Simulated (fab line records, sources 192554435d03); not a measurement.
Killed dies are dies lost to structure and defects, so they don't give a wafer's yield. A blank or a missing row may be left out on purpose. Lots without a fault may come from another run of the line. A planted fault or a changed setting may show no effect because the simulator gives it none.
Which tool did it? | flow n5_finfet | 10 lots, 29 wafers sampled, at 2 steps of a route of 1938

WHAT THE GAUGES READ, wafer by wafer
N5_HKMG_FIN_INSPECT_61: inspects for defects (macro).
lot  | measured     | on                | raw_defect_count
L725 | day 4 22:57  | defect_inspect-02 | 1 1 4
L726 | day 5 05:46  | defect_inspect-02 | 1 1 4
L727 | day 5 10:14  | defect_inspect-02 | 1 1 1
L728 | day 5 17:38  | defect_inspect-02 | 3 4 1
L729 | day 5 22:40  | defect_inspect-02 | 3 2 2
L731 | day 6 12:11  | defect_inspect-02 | 4 1 1
L739 | day 8 21:25  | defect_inspect-01 | 0 1 2
L741 | day 9 03:37  | defect_inspect-02 | 296 >300 299
L742 | day 9 08:00  | defect_inspect-02 | >300 287 >300
L744 | day 10 00:06 | defect_inspect-02 | 2 1

WHICH TOOL RAN EACH LOT (tool, then ch and the chambers of the sampled wafers, then the start)
lot  | N5_HKMG_FIN_ALD_75
L725 | ald_hk-02 ch 2,3, day 4 22:34
L726 | ald_hk-03 ch 0,2,3, day 5 05:15
L727 | ald_hk-01 ch 0,1,3, day 5 09:50
L728 | ald_hk-01 ch 1,2,3, day 5 17:14
L729 | ald_hk-02 ch 0,3, day 5 22:08
L731 | ald_hk-01 ch 0,1,2, day 6 11:40
L739 | ald_hk-02 ch 0,2,3, day 8 21:01
L741 | ald_hk-02 ch 0,3, day 9 03:06
L742 | ald_hk-02 ch 0,1, day 9 07:29
L744 | ald_hk-03 ch 0,2, day 9 23:42
- N5_HKMG_FIN_ALD_75: deposits Al2O3, target thk 1 nm, co reactant pulse time 1 s.

THE ANSWER, worked out from the rows above alone
Rule: what is usual is taken from the lots themselves. Put in order of their means at a reading, lots are off if they are a third of the lots or fewer, leave a main group of 4 or more, and stand apart from it by a gap of 3 or more times the standard deviation of the main group's means; of several such gaps the widest counts. A main group whose means are all the same, to the digits that the tables above print for the reading, isn't used. A lot without any number at a reading at which 4 lots or more have one is off too. The other lots that the step has rows for count as sound.
Off: L741, L742, at N5_HKMG_FIN_INSPECT_61 (raw_defect_count). The main group: mean 1.8, standard deviation 0.56.
A tool fits if, at a process step before that reading, it ran every lot that is off, and no sound lot after the first of them. The gauges at N5_HKMG_FIN_INSPECT_61 are tried like those tools. One fits: ald_hk-02 at N5_HKMG_FIN_ALD_75. Its last sound lot is L739 (day 8 21:01), its first lot that is off L741 (day 9 03:06): a fault that began between those two fits.

WHAT THE SIMULATOR HAD PUT IN
Chamber particle source: ald_hk-02, from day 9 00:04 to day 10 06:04, at N5_HKMG_FIN_ALD_75. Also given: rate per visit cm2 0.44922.
Lots struck among those shown: L741, L742. The rule above found the same.
